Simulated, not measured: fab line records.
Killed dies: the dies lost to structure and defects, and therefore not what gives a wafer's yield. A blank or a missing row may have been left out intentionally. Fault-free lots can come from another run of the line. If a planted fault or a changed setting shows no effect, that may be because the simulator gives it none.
Which tool was responsible? -- flow nand_harc -- 10 lots, 30 wafers sampled, at 5 steps of a route of 1159

WHAT THE GAUGES SHOWED, per wafer
NHARC_A_CHANNEL_HOLE_D1_INSPECT_40.
lot,measured,on,raw_defect_count
L284,day 9 00:17,defect_inspect-01,57 49 54
L285,day 9 08:58,defect_inspect-01,64 43 45
L286,day 9 09:27,defect_inspect-01,54 50 58
L293,day 10 11:28,defect_inspect-02,802 804 763
L288,day 10 15:41,defect_inspect-01,767 749 747
L292,day 10 19:10,defect_inspect-02,75 51 64
L295,day 11 11:48,defect_inspect-01,56 47 64
L299,day 12 16:11,defect_inspect-02,58 52 58
L301,day 13 00:25,defect_inspect-01,56 88 57
L306,day 14 16:25,defect_inspect-01,56 51 46

WHICH TOOL RAN EACH LOT (tool, then ch and the chambers of the sampled wafers, then the start)
lot,NHARC_A_CHANNEL_HOLE_D1_ETCH_38,NHARC_A_CHANNEL_HOLE_D1_ETCH_16,NHARC_A_CHANNEL_HOLE_D1_ETCH_22,NHARC_A_CHANNEL_HOLE_D1_ETCH_24
L284,"rie_diel-07 ch 1,3, day 8 15:21","rie_diel-07 ch 0,3, day 8 19:26 or earlier","har_etch-02 ch 0,1, day 8 19:26","har_etch-02 ch 0,1, day 8 20:42"
L285,"rie_diel-10 ch 1,2,3, day 9 02:08","rie_diel-10 ch 1,2,3, day 9 04:06 or earlier","har_etch-02 ch 0,1, day 9 04:06","har_etch-02 ch 0,1, day 9 05:22"
L286,"rie_diel-07 ch 0,1,2, day 9 02:22","rie_diel-07 ch 1,2, day 9 04:19 or earlier","har_etch-01 ch 0,1, day 9 04:19","har_etch-01 ch 0,1, day 9 05:34"
L293,"rie_diel-12 ch 1,3, day 10 04:39","rie_diel-12 ch 2,3, day 10 06:37 or earlier","har_etch-01 ch 0,1, day 10 06:37","har_etch-01 ch 0,1, day 10 07:53"
L288,"rie_diel-07 ch 1,3, day 10 05:20","rie_diel-07 ch 0,1, day 10 10:46 or earlier","har_etch-01 ch 0,1, day 10 10:46","har_etch-01 ch 0,1, day 10 12:03"
L292,"rie_diel-12 ch 1,2, day 10 07:07","rie_diel-12 ch 0,2, day 10 14:25 or earlier","har_etch-02 ch 0,1, day 10 14:25","har_etch-02 ch 0,1, day 10 15:43"
L295,"rie_diel-12 ch 0,2,3, day 11 05:00","rie_diel-12 ch 0,1,2, day 11 06:58 or earlier","har_etch-02 ch 0,1, day 11 06:58","har_etch-02 ch 0,1, day 11 08:13"
L299,"rie_diel-10 ch 0,2,3, day 12 09:15","rie_diel-10 ch 0,2, day 12 11:22 or earlier","har_etch-02 ch 1, day 12 11:22","har_etch-02 ch 1, day 12 12:37"
L301,"rie_diel-10 ch 1,2,3, day 12 17:38","rie_diel-10 ch 0,2,3, day 12 19:35 or earlier","har_etch-02 ch 0,1, day 12 19:35","har_etch-02 ch 0,1, day 12 20:51"
L306,"rie_diel-12 ch 0,1,3, day 14 01:16","rie_diel-12 ch 1,2, day 14 11:33 or earlier","har_etch-02 ch 0,1, day 14 11:33","har_etch-02 ch 0,1, day 14 12:50"
- NHARC_A_CHANNEL_HOLE_D1_ETCH_38: etches the open film in CF4, target depth 39 nm, time 65 s.
- NHARC_A_CHANNEL_HOLE_D1_ETCH_16: etches the open film in O2/COS, target depth 3100 nm, time 806 s.
- NHARC_A_CHANNEL_HOLE_D1_ETCH_22: etches the open film in C4F8/O2/Ar, time 666.7 s, target depth 1600 nm.
- NHARC_A_CHANNEL_HOLE_D1_ETCH_24: etches the open film in C4F8/O2/Ar, time 906.2 s, target depth 1500 nm.

THE ANSWER, worked out from the rows above alone
Rule: the lots themselves supply what counts as usual. Put in order of their means at a reading, lots are off if they are a third of the lots or fewer, leave a main group of 4 or more, and stand apart from it by a gap of 3 or more times the standard deviation of the main group's means; of several such gaps the widest counts. If all means in a main group match to the digits the tables above print for the reading, that group is not used. A lot without any number at a reading at which 4 lots or more have one is off too. The other lots that the step has rows for count as sound.
Off at NHARC_A_CHANNEL_HOLE_D1_INSPECT_40 (raw_defect_count): L293, L288. The main group has a mean of 56 with a standard deviation of 5.5.
A tool fits if, at a process step before that reading, it ran every lot that is off, and no sound lot after the first of them. Gauges at NHARC_A_CHANNEL_HOLE_D1_INSPECT_40: tried the same way as those tools. Because NHARC_A_CHANNEL_HOLE_D1_ETCH_16 lacks a start for some lots, the hours and order of its lots are taken from NHARC_A_CHANNEL_HOLE_D1_ETCH_22. One candidate fits, namely har_etch-01 at NHARC_A_CHANNEL_HOLE_D1_ETCH_22 and NHARC_A_CHANNEL_HOLE_D1_ETCH_24. At NHARC_A_CHANNEL_HOLE_D1_ETCH_22 its last sound lot is L286 (day 9 04:19), its first lot that is off L293 (day 10 06:37): a fault that began between those two fits.

WHAT THE SIMULATOR HAD PUT IN
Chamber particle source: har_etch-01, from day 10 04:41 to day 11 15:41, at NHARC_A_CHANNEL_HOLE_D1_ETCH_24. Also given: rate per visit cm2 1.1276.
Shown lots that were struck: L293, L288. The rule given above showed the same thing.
